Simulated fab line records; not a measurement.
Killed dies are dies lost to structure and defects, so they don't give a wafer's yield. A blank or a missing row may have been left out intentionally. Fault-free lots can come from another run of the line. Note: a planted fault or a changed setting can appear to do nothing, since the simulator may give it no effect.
Matching of chambers :: flow n5 finfet :: N5_MOL_CONTACT_COAG_DESCUM_13 on rie diel-02 has 4 sister chambers
The step chemistry O2, time 7 s. 7 wafers are shown with their chamber, then 9 later ones without.

== WAFERS PAIRED WITH THEIR CHAMBERS ==
wafer: L082.4
chamber: 0
showerhead plenum p Torr (Torr): 1.99
drypump motor current A (A): 5.7

wafer: L087.1
chamber: 2
showerhead plenum p Torr (Torr): 2.15
drypump motor current A (A): 5.9

wafer: L087.2
chamber: 3
showerhead plenum p Torr (Torr): 2.12
drypump motor current A (A): 5.4

wafer: L087.6
chamber: 3
showerhead plenum p Torr (Torr): 2.13
drypump motor current A (A): 5.4

wafer: L090.2
chamber: 2
showerhead plenum p Torr (Torr): 2.15
drypump motor current A (A): 5.9

wafer: L090.3
chamber: 0
showerhead plenum p Torr (Torr): 1.99
drypump motor current A (A): 5.6

wafer: L090.4
chamber: 1
showerhead plenum p Torr (Torr): 2.15
drypump motor current A (A): 5.0

== WAFERS WHOSE CHAMBER IS MISSING ==
wafer: L091.1
showerhead plenum p Torr (Torr): 1.98
drypump motor current A (A): 5.7

wafer: L091.3
showerhead plenum p Torr (Torr): 2.15
drypump motor current A (A): 5.9

wafer: L091.4
showerhead plenum p Torr (Torr): 2.12
drypump motor current A (A): 5.4

wafer: L096.1
showerhead plenum p Torr (Torr): 2.15
drypump motor current A (A): 5.9

wafer: L096.2
showerhead plenum p Torr (Torr): 2.12
drypump motor current A (A): 5.4

wafer: L096.4
showerhead plenum p Torr (Torr): 1.98
drypump motor current A (A): 5.6

wafer: L097.4
showerhead plenum p Torr (Torr): 2.14
drypump motor current A (A): 5.9

wafer: L097.5
showerhead plenum p Torr (Torr): 1.98
drypump motor current A (A): 5.7

wafer: L097.6
showerhead plenum p Torr (Torr): 2.14
drypump motor current A (A): 4.9

== WHICH CHAMBER EACH ONE RAN IN ==
wafer: L091.1
from the rows above: 0
in truth: 0

wafer: L091.3
from the rows above: 2
in truth: 2

wafer: L091.4
from the rows above: 3
in truth: 3

wafer: L096.1
from the rows above: 2
in truth: 2

wafer: L096.2
from the rows above: 3
in truth: 3

wafer: L096.4
from the rows above: 0
in truth: 0

wafer: L097.4
from the rows above: 2
in truth: 2

wafer: L097.5
from the rows above: 0
in truth: 0

wafer: L097.6
from the rows above: 1
in truth: 1
Correctly placed: 9 of 9. From these rows, 0 cannot be placed. Placed wrongly: 0.
How it was worked out, from the rows above alone: a wafer's distance from a chamber is the root of the sum, over the readings, of the square of ((its reading less the chamber's mean) divided by the reading's scatter). If the next closest chamber is less than 2 further off than the closest, the wafer can't be placed; otherwise it belongs to the closest. Each chamber's mean is taken over the wafers shown for it. The scatter: the root of (the sum of the squares of (reading less its chamber's mean) over the shown wafers, divided by (wafers less chambers)).
